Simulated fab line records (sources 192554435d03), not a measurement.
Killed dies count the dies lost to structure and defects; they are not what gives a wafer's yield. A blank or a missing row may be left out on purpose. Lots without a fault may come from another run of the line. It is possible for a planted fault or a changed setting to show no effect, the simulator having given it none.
What tool caused it? | flow n5 finfet | Sampling: 12 lots, 36 wafers, 3 of 1938 route steps

## WHAT EACH GAUGE READ, for each wafer
N5_PASSIVATION_OVL_MEAS_60. Usual: TV_OVL 1 nm, standard deviation 6.3.
lot  | measured     | on         | TV_OVL (nm) | flag
L605 | day 11 23:30 | overlay-01 | 0 3 -1      |
L604 | day 12 17:34 | overlay-02 | 5 5 8       |
L606 | day 12 20:32 | overlay-02 | -9 -6 -4    |
L608 | day 13 02:35 | overlay-02 | 11 6 8      |
L611 | day 13 19:20 | overlay-02 | 7 8 -1      |
L612 | day 14 07:03 | overlay-02 | -8 -8 -9    |
L613 | day 14 13:26 | overlay-01 | -1 1 7      |
L614 | day 14 15:05 | overlay-01 | -1 -5 2     |
L615 | day 15 07:34 | overlay-01 | 0 0 2       |
L616 | day 15 12:25 | overlay-01 | 2 6 4       |
L619 | day 15 15:47 | overlay-01 | 5 9 13      |
L626 | day 18 05:55 | overlay-01 | -1 -2 8     |

## WHAT TOOL EACH LOT RAN ON (gives the tool, then ch and the chambers of the sampled wafers, and finally the start)
lot  | N5_BEOL_M4_ECD_50              | N5_MIM_BOT_ETCH_ETCH_00
L605 | ecd cu-01 ch 0,1, day 7 20:36  | rie metal-03 ch 0,1, day 11 20:03
L604 | ecd cu-02 ch 0,1, day 8 12:13  | rie metal-01 ch 0,1, day 12 14:13
L606 | ecd cu-01 ch 0,1, day 8 12:14  | rie metal-01 ch 1, day 12 19:20
L608 | ecd cu-02 ch 0,1, day 9 05:59  | rie metal-01 ch 0,1, day 13 01:31
L611 | ecd cu-01 ch 0,1, day 9 18:29  | rie metal-02 ch 0,1, day 13 18:16
L612 | ecd cu-01 ch 0,1, day 9 22:36  | rie metal-02 ch 0,1, day 14 05:23
L613 | ecd cu-01 ch 0,1, day 10 04:13 | rie metal-02 ch 0,1, day 14 10:43
L614 | ecd cu-01 ch 0,1, day 10 21:45 | rie metal-03 ch 0,1, day 14 13:07
L615 | ecd cu-01 ch 0,1, day 11 10:04 | rie metal-01 ch 0,1, day 15 06:07
L616 | ecd cu-02 ch 0,1, day 11 15:07 | rie metal-01 ch 0,1, day 15 10:28
L619 | ecd cu-01 ch 0,1, day 12 00:26 | rie metal-01 ch 0,1, day 15 14:26
L626 | ecd cu-02 ch 0, day 13 22:45   | rie metal-02 ch 1, day 18 04:29
- N5_BEOL_M4_ECD_50: material Cu, target thk 300 nm.
- N5_MIM_BOT_ETCH_ETCH_00: etches TiN in Cl2/BCl3, target depth 45.5 nm.

## AS READ BY THE TOOLS THEMSELVES (means over the sampled wafers that have a number; for cases with no such wafer, the mark the record gives instead)
N5_MIM_BOT_ETCH_ETCH_00. Usual: drypump motor current A 5.6 A, standard deviation 0.56; oes product au 0.78 a.u., standard deviation 0.05; throttle valve pct 21.83 %, standard deviation 0.2.
lot  | tool         | drypump motor current A (A) | oes product au (a.u.) | throttle valve pct (%) | flag
L605 | rie metal-03 | 5.2                         | 0.86                  | 21.69                  |
L604 | rie metal-01 | 5.4                         | 0.74                  | 22.01                  |
L606 | rie metal-01 | 5.0                         | 0.72                  | 22.18                  |
L608 | rie metal-01 | 5.8                         | 0.76                  | 21.83                  |
L611 | rie metal-02 | 5.7                         | 0.77                  | 21.74                  |
L612 | rie metal-02 | 5.5                         | 0.81                  | 21.84                  |
L613 | rie metal-02 | 5.5                         | 0.80                  | 21.86                  |
L614 | rie metal-03 | 5.7                         | 0.81                  | 21.76                  |
L615 | rie metal-01 | 5.7                         | 0.75                  | 21.82                  |
L616 | rie metal-01 | 5.4                         | 0.72                  | 22.02                  |
L619 | rie metal-01 | 5.4                         | 0.73                  | 22.02                  |
L626 | rie metal-02 | 5.2                         | 0.80                  | 21.98                  |

## THE ANSWER, worked out from the rows above alone
Rule: a lot is off if the mean of its wafers that have a number lies more than 3 standard deviations from the usual mean. Also off: a lot with no number at a reading for which 4 or more lots have one. The other lots that the step has rows for count as sound. After the gauges, taken in route order, come the tools' own readings; for these a lot's mean is taken, as printed above. At the first step where some lot is off, the reading lying furthest off is the one used; lots without a number count as furthest.
None of the lots is off at any reading shown; this tells nothing.

## WHAT THE SIMULATOR HAD INSERTED
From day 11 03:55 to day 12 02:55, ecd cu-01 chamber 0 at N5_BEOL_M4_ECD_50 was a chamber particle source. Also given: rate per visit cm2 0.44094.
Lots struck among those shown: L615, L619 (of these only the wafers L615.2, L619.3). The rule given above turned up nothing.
